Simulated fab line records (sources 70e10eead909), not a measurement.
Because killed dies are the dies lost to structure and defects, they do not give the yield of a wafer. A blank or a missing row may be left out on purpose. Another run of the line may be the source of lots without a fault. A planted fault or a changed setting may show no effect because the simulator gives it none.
fab line records	flow nand-harc
record: lots: 6	wafers: 18	last-day: 32
route steps=1302 shown P_M2@320 END@1302
lots untouched by any fault: they come from a run of this same line in which no faults occurred
start-h: hours from the record's opening day to when the first of the lot's shown wafers began	wait-h: hours from the lot's prior step to this one	" repeats the value in the row above	L1.1+2: a row that stands for several wafers	- value missing, or start not given	* or withheld: withheld	< > ~ a bound
route shown NAME@n: names a module that has steps shown in the file, with the first one's number in the route	usual: mean/standard deviation of fault-free wafers	same: alike in all rows	chamber/n: place in a boat	sites: per-site readings	_std_site: standard deviation of those values	_edge_site: mean of outer sites minus mean of inner sites	radius-mm: how far each site lies from the wafer's centre	mask NAME#n: copy n	behind: the last tool/chamber to shape the wafer	hold: cause of the lot's hold/its duration in hours/its outcome	device: the transistor (n, p or np) that didn't switch	end of line: at the end of the route, the tests of the same wafers	a step with no rows: only its recipe	killed: count of dies lost to structure and defects at first sort (not the wafer's yield)	map: dies across one wafer; x = killed, . = not, _ = none there
set.NAME: the setting as run; set.NAME@STEP: as run at that earlier step	model.NAME: the simulator's own value behind a step, which no gauge read
certain route steps with their lots: each step a table, each wafer a row
services: a tool's chamber out of use, with start hour (start-h, from the record's first day; less than 0 if before it), hours out, and reason
== steps ==
step: NHARC_P_M2_HMDS_02
recipe: time-s: 30
step: NHARC_P_M2_COAT_34
recipe: temp-c: 200	time-s: 65
step: NHARC_P_M2_COAT_03
recipe: spin-rpm: 1500	resist-thk-nm: 90
step: NHARC_P_M2_SOFTBAKE_04
recipe: temp-c: 105	time-s: 55
step: NHARC_P_M2_EBR_05
step: NHARC_P_M2_EXPOSE_06
recipe: na: 1.35	target-cd-nm: 170	dose-mj: 80.78	mask-id: P_M2
step: NHARC_P_M2_PEB_07
recipe: peb-temp-c: 100	peb-time-s: 65
step: NHARC_P_M2_DEVELOP_08
recipe: develop-time-s: 35	dev-temp-c: 23
step: NHARC_P_M2_CD_MEAS_09
recipe: target-cd-nm: 170	landing-energy-ev: 500
usual: cd-nm: 170.1/0.63
lot.wafer	tool	chamber	start-h	wait-h	cd-nm
L559.3	cd-sem-03	0	156.33	-	170.2
L559.4	"	0	"	"	169.8
L559.6	"	0	"	"	170.3
L567.1	cd-sem-02	0	233.95	-	171.1
L567.2	"	0	"	"	170.2
L567.6	"	0	"	"	169.9
L568.1	cd-sem-03	0	258.34	-	169.9
L568.2	"	0	"	"	169.9
L568.5	"	0	"	"	169.7
L575.1	cd-sem-01	0	317.26	-	169.1
L575.4	"	0	"	"	170.3
L575.6	"	0	"	"	170.3
L577.2	cd-sem-02	0	348.00	-	170.6
L577.3	"	0	"	"	170.2
L577.6	"	0	"	"	170.1
L578.2	cd-sem-01	0	350.77	-	169.9
L578.3	"	0	"	"	171.1
L578.4	"	0	"	"	169.8
step: NHARC_P_M2_OVL_MEAS_10
recipe: pitch-nm: 340
usual: overlay-x-nm: -0.1/0.78	overlay-y-nm: 0.0/0.68
lot.wafer	tool	chamber	start-h	wait-h	overlay-x-nm	overlay-y-nm
L559.3	overlay-01	-	156.42	-	0.7	-0.6
L559.4	"	-	"	"	0.2	-0.6
L559.6	"	-	"	"	0.4	-0.9
L567.1	overlay-01	-	234.04	-	-0.1	0.5
L567.2	"	-	"	"	0.2	-0.1
L567.6	"	-	"	"	0.3	-0.1
L568.1	overlay-01	-	258.43	-	0.3	-1.4
L568.2	"	-	"	"	0.1	-1.3
L568.5	"	-	"	"	0.3	-1.8
L575.1	overlay-01	-	317.35	-	-0.4	0.1
L575.4	"	-	"	"	0.5	0.0
L575.6	"	-	"	"	-0.2	-0.1
L577.2	overlay-01	-	348.09	-	0.8	0.3
L577.3	"	-	"	"	1.0	0.2
L577.6	"	-	"	"	0.8	0.9
L578.2	overlay-02	-	350.86	-	1.4	-0.3
L578.3	"	-	"	"	1.3	-0.4
L578.4	"	-	"	"	0.9	-0.2
step: NHARC_P_M2_INSPECT_11
usual: raw-defect-count: 4.7/2.5
lot.wafer	tool	chamber	start-h	wait-h	raw-defect-count
L559.3	defect-inspect-02	-	156.45	0.0	2
L559.4	"	-	"	"	4
L559.6	"	-	"	"	3
L567.1	defect-inspect-01	-	234.08	0.0	2
L567.2	"	-	"	"	5
L567.6	"	-	"	"	3
L568.1	defect-inspect-02	-	258.46	0.0	3
L568.2	"	-	"	"	10
L568.5	"	-	"	"	3
L575.1	defect-inspect-02	-	317.38	0.0	4
L575.4	"	-	"	"	6
L575.6	"	-	"	"	5
L577.2	defect-inspect-01	-	348.13	0.0	3
L577.3	"	-	"	"	6
L577.6	"	-	"	"	2
L578.2	defect-inspect-01	-	350.89	0.0	5
L578.3	"	-	"	"	7
L578.4	"	-	"	"	5
step: NHARC_P_M2_DESCUM_14
recipe: time-s: 3	o2-flow-sccm: 200	ar-flow-sccm: 0	bias-power-w: 0	chemistry: O2
usual: drypump-motor-current-A: 5.7/0.44	oes-product-au: 1.002/0.01	rf-vpp-V: 57.9/0.94	showerhead-plenum-p-Torr: 1.94/0.083	throttle-valve-pct: 11.312/0.01
lot.wafer	tool	chamber	start-h	wait-h	drypump-motor-current-A	oes-product-au	rf-hours-counter-h	rf-vpp-V	showerhead-plenum-p-Torr	throttle-valve-pct
L559.3	rie-diel-08	3	156.51	0.1	6.7	1.002	5.3	56.5	1.79	11.300
L559.4	"	0	"	"	5.1	1.014	4.8	56.0	1.80	11.310
L559.6	"	3	"	"	6.7	1.003	-	57.0	1.79	11.294
L567.1	rie-diel-03	0	234.15	0.1	6.0	0.994	5.6	56.9	1.93	11.316
L567.2	"	2	"	"	5.8	1.002	5.8	59.1	2.03	11.315
L567.6	"	3	"	"	5.2	1.000	-	56.9	1.91	11.312
L568.2	rie-diel-03	2	258.52	0.1	5.8	1.009	7.3	58.4	2.03	11.315
L568.1	"	3	"	"	5.2	1.000	7.4	57.7	1.91	11.311
L568.5	"	3	"	"	5.2	1.000	-	58.9	1.91	11.302
L575.1	rie-diel-08	2	317.45	0.1	6.0	1.016	5.3	57.0	1.98	11.333
L575.4	"	1	"	"	6.0	1.005	5.1	58.1	2.07	11.314
L575.6	"	2	"	"	6.0	1.007	-	57.5	1.98	11.319
L577.2	rie-diel-03	1	348.19	0.1	5.4	1.005	3.8	59.1	1.83	11.322
L577.3	"	2	"	"	5.7	0.997	4.8	58.0	2.03	11.317
L577.6	"	2	"	"	5.8	0.995	-	58.1	2.03	11.312
L578.2	rie-diel-09	1	350.95	0.1	5.4	0.996	1.3	58.2	1.93	11.312
L578.3	"	3	"	"	6.1	0.995	1.4	58.4	1.96	11.319
L578.4	"	0	"	"	5.6	1.014	1.6	57.7	2.01	11.309
step: NHARC_P_M2_ETCH_35
recipe: target-depth-a: 400	overetch-a: 120	time-s: 43.94	ion-energy-ev: 200	n2-flow-sccm: 150	h2-flow-sccm: 150	ar-flow-sccm: 0	rf-w: 400	bias-w: 150	chemistry: N2/H2
usual: drypump-motor-current-A: 5.7/0.45	oes-product-au: 1.002/0.011	rf-fwd-power-W: 395.3/1.8	rf-vpp-V: 431.2/2.6	showerhead-plenum-p-Torr: 2.06/0.093	throttle-valve-pct: 14.171/0.0095
lot.wafer	tool	chamber	start-h	wait-h	drypump-motor-current-A	oes-product-au	rf-fwd-power-W	rf-hours-counter-h	rf-vpp-V	showerhead-plenum-p-Torr	throttle-valve-pct
L559.4	rie-diel-08	3	156.60	0.1	6.7	0.995	394.1	5.3	427.9	1.91	14.182
L559.3	"	2	"	"	6.0	1.005	395.0	5.9	431.3	2.12	14.153
L559.6	"	3	"	"	6.7	0.988	394.2	-	428.8	1.90	14.172
L567.2	rie-diel-03	0	234.23	0.1	6.0	0.837	393.1	5.6	432.6	2.06	14.176
L567.1	"	1	"	"	5.4	1.023	396.7	6.4	428.8	1.95	14.160
L567.6	"	0	"	"	6.0	0.825	393.4	-	432.4	2.06	14.166
L568.1	rie-diel-03	0	258.61	0.1	6.0	0.823	394.9	7.4	430.3	2.06	14.170
L568.2	"	1	"	"	5.4	1.010	395.6	8.2	428.5	1.95	14.184
L568.5	"	1	"	"	5.4	1.009	395.6	-	427.7	1.95	14.166
L575.4	rie-diel-08	1	317.53	0.1	6.0	0.997	397.6	5.1	434.9	2.21	14.183
L575.1	"	2	"	"	6.0	1.005	396.2	5.4	434.5	2.11	14.160
L575.6	"	1	"	"	6.0	1.007	396.7	-	434.8	2.21	14.167
L577.2	rie-diel-03	3	348.28	0.1	5.2	0.994	394.5	5.0	431.1	2.04	14.179
L577.3	"	1	"	"	5.4	0.986	398.7	3.8	427.7	1.95	14.186
L577.6	"	3	"	"	5.2	0.990	395.0	-	430.5	2.04	14.179
L578.3	rie-diel-09	3	351.04	0.1	6.1	0.989	393.0	1.4	433.2	2.09	14.181
L578.4	"	0	"	"	5.6	1.012	396.8	1.6	434.5	2.15	14.177
L578.2	"	1	"	"	5.4	1.003	395.1	1.3	431.1	2.05	14.177
step: NHARC_P_M2_ETCH_15
recipe: target-depth-a: 1825	time-s: 91.2	c4f8-flow-sccm: withheld	ar-flow-sccm: 400	rf-w: 600	bias-w: 300	chemistry: C4F8/Ar
usual: oes-product-au: 0.940/0.023	rf-fwd-power-W: 596.2/1.8	rf-vpp-V: 441.6/2.7
lot.wafer	tool	chamber	start-h	wait-h	oes-product-au	rf-fwd-power-W	rf-hours-counter-h	rf-vpp-V
L559.4	rie-diel-08	1	-	-	0.981	599.8	5.3	445.3
L559.3	"	2	"	"	0.976	597.2	5.9	441.3
L559.6	"	0	"	"	0.975	595.7	-	437.4
L567.2	rie-diel-03	1	-	-	0.948	595.8	6.5	437.4
L567.1	"	0	"	"	0.931	592.7	5.7	443.2
L567.6	"	1	"	"	0.941	596.9	-	437.3
L568.2	rie-diel-03	0	-	-	0.926	597.0	7.4	441.2
L568.1	"	2	"	"	0.921	597.5	7.3	443.4
L568.5	"	3	"	"	0.920	596.1	-	439.9
L575.4	rie-diel-08	1	-	-	0.982	598.8	5.2	445.0
L575.1	"	2	"	"	0.970	597.7	5.4	442.2
L575.6	"	1	"	"	0.979	599.8	-	446.7
L577.2	rie-diel-03	0	-	-	0.924	594.5	5.1	443.1
L577.3	"	2	"	"	0.922	596.9	4.9	444.5
L577.6	"	0	"	"	0.932	592.9	-	439.8
L578.2	rie-diel-09	1	-	-	0.918	594.0	1.3	440.7
L578.4	"	3	"	"	0.919	596.3	1.4	441.6
L578.3	"	0	"	"	0.930	595.5	1.6	444.6
step: NHARC_END_SORT_01
recipe: temp-c: 25
usual: defect-limited-yield: 90.8/2.5	killed-at-array: 58/17	killed-at-other: 1.0/1.4	killed-at-periphery: 3.6/2.4	killed-dies: 62/17	killed-open: 3.4/2	killed-short: 2.2/1.6
same: gross-dies: 677
lot.wafer	tool	chamber	start-h	wait-h	defect-limited-yield[%]	killed-at-array	killed-at-other	killed-at-periphery	killed-dies	killed-open	killed-short
L559.3	prober-02	0	574.49	3.1	89.2	69	4	0	73	4	2
L559.4	prober-02	0	575.29	3.4	88.8	72	2	2	76	2	2
L559.6	prober-02	0	576.90	4.0	86.9	85	2	2	89	4	3
L567.1	prober-01	0	665.11	2.5	90.7	55	3	5	63	2	2
L567.2	prober-01	0	665.90	2.8	91.3	48	1	10	59	0	1
L567.6	prober-01	0	669.10	4.0	91.9	49	0	6	55	3	1
L568.1	prober-02	0	697.67	2.5	88.6	76	1	0	77	7	0
L568.2	prober-02	0	698.47	2.8	88.0	75	0	6	81	6	1
L568.5	prober-02	0	700.90	3.7	89.4	69	0	3	72	3	0
L575.1	prober-01	0	739.04	2.5	91.3	57	0	2	59	3	2
L575.4	prober-01	0	741.46	3.4	92.9	43	2	3	48	1	1
L575.6	prober-01	0	743.07	4.0	90.7	55	0	8	63	6	4
L577.2	prober-01	0	776.57	2.8	92.5	44	4	3	51	7	2
L577.3	prober-01	0	777.37	3.1	95.0	31	1	2	34	2	0
L577.6	prober-01	0	779.74	4.0	93.1	41	5	1	47	2	2
L578.2	prober-02	0	778.15	2.8	89.7	63	1	6	70	5	7
L578.3	prober-02	0	778.94	3.1	88.3	72	1	6	79	2	4
L578.4	prober-02	0	779.74	3.4	87.9	78	0	4	82	2	4
killed by level:class
L559.3 A_CHANNEL_HOLE_D2:chamber-film-flake=28 A_SLIT:chamber-film-flake=27 A_BLC:chamber-film-flake=3 THIN_TSV:chamber-film-flake=3 A_CHANNEL_FILL_D1:chamber-film-flake=2 A_CHANNEL_FILL_D2:geometric-particle:short=1 A_CHANNEL_FILL_D2:geometric-particle:open=1 A_WL_FILL:geometric-particle:open=1
L559.4 A_CHANNEL_HOLE_D2:chamber-film-flake=34 A_SLIT:chamber-film-flake=24 A_STAIRCASE:chamber-film-flake=5 A_BLC:chamber-film-flake=3 A_CONTACT:chamber-film-flake=2 THIN_TSV:chamber-film-flake=2 P_M0:geometric-particle:open=1 A_SOURCE_PLATE:geometric-particle:open=1
L559.6 A_CHANNEL_HOLE_D2:chamber-film-flake=34 A_SLIT:chamber-film-flake=27 A_BLC:chamber-film-flake=5 A_CHANNEL_HOLE_D1:chamber-film-flake=4 A_STAIRCASE:chamber-film-flake=3 A_CONTACT:chamber-film-flake=3 A_SGD_CUT:geometric-particle:open=2 P_M2:chamber-film-flake=2
L567.1 A_CHANNEL_HOLE_D1:chamber-film-flake=36 P_BONDPAD:chamber-film-flake=4 A_CHANNEL_HOLE_D2:unspecified=3 A_SGD_CUT:chamber-film-flake=3 A_WL_FILL:geometric-particle:short=2 A_CHANNEL_FILL_D1:chamber-film-flake=2 A_STAIRCASE:chamber-film-flake=2 A_SLIT:chamber-film-flake=2
L567.2 A_CHANNEL_HOLE_D1:chamber-film-flake=30 A_STAIRCASE:chamber-film-flake=8 P_BONDPAD:chamber-film-flake=6 A_CONTACT:chamber-film-flake=5 A_WL_FILL:chamber-film-flake=2 P_CONTACT:geometric-particle:short=1 P_ZERO_WELL:chamber-film-flake=1 P_GATE:chamber-film-flake=1
L567.6 A_CHANNEL_HOLE_D1:chamber-film-flake=32 P_BONDPAD:chamber-film-flake=5 A_STAIRCASE:chamber-film-flake=5 A_CHANNEL_FILL_D2:chamber-film-flake=3 A_WL_FILL:chamber-film-flake=3 A_CHANNEL_HOLE_D1:geometric-particle:open=1 A_CHANNEL_FILL_D2:geometric-particle:open=1 A_WL_FILL:geometric-particle:short=1
L568.1 A_SLIT:chamber-film-flake=31 A_CHANNEL_HOLE_D1:chamber-film-flake=25 A_STAIRCASE:chamber-film-flake=10 A_CHANNEL_FILL_D2:chamber-film-flake=2 A_ONON_D2:geometric-particle:open=1 A_CHANNEL_HOLE_D2:geometric-particle:open=1 A_SLIT:geometric-particle:open=1 A_BLC:geometric-particle:open=1
L568.2 A_SLIT:chamber-film-flake=30 A_CHANNEL_HOLE_D1:chamber-film-flake=29 A_M0:geometric-particle:open=4 A_CHANNEL_HOLE_D2:chamber-film-flake=4 P_GATE:chamber-film-flake=3 A_STAIRCASE:chamber-film-flake=3 P_ZERO_WELL:chamber-film-flake=2 A_CONTACT:chamber-film-flake=2
L568.5 A_SLIT:chamber-film-flake=29 A_CHANNEL_HOLE_D1:chamber-film-flake=25 A_STAIRCASE:chamber-film-flake=6 A_BLC:chamber-film-flake=2 A_M0:chamber-film-flake=2 P_M0:geometric-particle:open=1 A_M0:geometric-particle:open=1 A_M1:geometric-particle:open=1
L575.1 A_SLIT:chamber-film-flake=33 A_CHANNEL_HOLE_D1:chamber-film-flake=9 A_CONTACT:chamber-film-flake=7 A_CHANNEL_HOLE_D2:chamber-film-flake=2 P_M0:geometric-particle:open=1 A_CHANNEL_FILL_D2:geometric-particle:short=1 A_CHANNEL_FILL_D2:geometric-particle:open=1 A_SGD_CUT:geometric-particle:short=1
L575.4 A_SLIT:chamber-film-flake=26 A_CHANNEL_HOLE_D1:chamber-film-flake=7 A_CONTACT:chamber-film-flake=5 P_GATE:chamber-film-flake=2 A_ZERO_WELL:chamber-film-flake=2 THIN_TSV:chamber-film-flake=2 A_SGD_CUT:geometric-particle:short=1 A_M0:geometric-particle:open=1
L575.6 A_SLIT:chamber-film-flake=28 A_CHANNEL_HOLE_D1:chamber-film-flake=14 A_CONTACT:chamber-film-flake=5 P_CONTACT:geometric-particle:open=2 A_WL_FILL:geometric-particle:short=2 A_CONTACT:geometric-particle:open=2 P_GATE:chamber-film-flake=2 A_CHANNEL_HOLE_D2:chamber-film-flake=2
L577.2 A_CHANNEL_HOLE_D1:chamber-film-flake=21 A_SLIT:chamber-film-flake=6 A_CONTACT:chamber-film-flake=5 THIN_TSV:chamber-film-flake=4 A_ONON_D2:geometric-particle:open=2 A_STAIRCASE:chamber-film-flake=2 P_M0:geometric-particle:open=1 P_M1:geometric-particle:open=1
L577.3 A_CHANNEL_HOLE_D1:chamber-film-flake=17 A_CONTACT:chamber-film-flake=6 A_SLIT:chamber-film-flake=3 A_CHANNEL_HOLE_D2:chamber-film-flake=2 A_STAIRCASE:chamber-film-flake=2 P_GATE:geometric-particle:open=1 A_CONTACT:geometric-particle:open=1 P_ZERO_WELL:chamber-film-flake=1
L578.2 A_SLIT:chamber-film-flake=26 A_CHANNEL_HOLE_D2:chamber-film-flake=24 P_GATE:chamber-film-flake=3 A_ONON_D1:geometric-particle:short=2 A_M0:geometric-particle:short=2 A_STAIRCASE:chamber-film-flake=2 P_STI:geometric-particle:short=1 P_CONTACT:geometric-particle:open=1
L578.3 A_CHANNEL_HOLE_D2:chamber-film-flake=36 A_SLIT:chamber-film-flake=26 P_GATE:chamber-film-flake=4 A_CONTACT:chamber-film-flake=3 A_WL_FILL:chamber-film-flake=2 P_CONTACT:geometric-particle:open=1 P_M1:geometric-particle:open=1 A_SOURCE_PLATE:geometric-particle:short=1
L578.4 A_SLIT:chamber-film-flake=37 A_CHANNEL_HOLE_D2:chamber-film-flake=30 A_CONTACT:chamber-film-flake=5 A_STAIRCASE:chamber-film-flake=2 P_CONTACT:geometric-particle:short=1 P_M1:geometric-particle:short=1 P_M2:geometric-particle:open=1 A_CHANNEL_HOLE_D2:geometric-particle:short=1
L577.6 A_CHANNEL_HOLE_D1:chamber-film-flake=19 A_SLIT:chamber-film-flake=6 A_CONTACT:chamber-film-flake=5 THIN_TSV:chamber-film-flake=5 A_CHANNEL_FILL_D1:chamber-film-flake=3 A_CHANNEL_HOLE_D2:chamber-film-flake=2 A_CHANNEL_FILL_D1:geometric-particle:short=1 A_DECK1_JOINT:geometric-particle:open=1
== services ==
tool	chamber	start-h	hours	kind
rie-diel-03	0	137.82	-	clean
rie-diel-03	1	137.82	-	clean
rie-diel-03	2	137.82	-	clean
rie-diel-03	3	137.82	-	clean
rie-diel-08	-	142.06	0.6	repair
rie-diel-09	-	143.43	9.0	pm
rie-diel-03	2	161.14	6.3	repair
rie-diel-03	0	162.32	-	clean
rie-diel-03	1	162.32	-	clean
rie-diel-03	3	162.32	-	clean
rie-diel-03	0	166.98	2.3	repair
rie-diel-03	0	186.84	-	clean
rie-diel-03	1	186.84	-	clean
rie-diel-03	2	186.84	-	clean
rie-diel-03	3	186.84	-	clean
rie-diel-08	-	190.80	9.0	pm
rie-diel-08	2	224.14	4.1	repair
rie-diel-09	2	234.89	4.7	repair
rie-diel-03	2	237.21	3.6	repair
rie-diel-03	-	281.32	9.0	pm
rie-diel-09	2	281.81	2.0	repair
rie-diel-03	1	296.91	6.0	repair
rie-diel-08	-	305.45	0.1	repair
rie-diel-09	-	320.43	9.0	pm
== key ==
first-sign: step: NHARC_P_M2_ETCH_35	reading: oes-product-au	direction: down	sigmas: 16	usual: 1.002	struck: 0.828
effect none on later readings
met-at NHARC_P_M2_ETCH_35
struck-wafers L567.2,L567.6,L568.1
fault: kind: process-parameter-drift	tool: rie-diel-03	chamber: 0	onset-h: 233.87	steps: NHARC_P_M2_ETCH_35	channel: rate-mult	offset: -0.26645	shape: step	end-h: 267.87
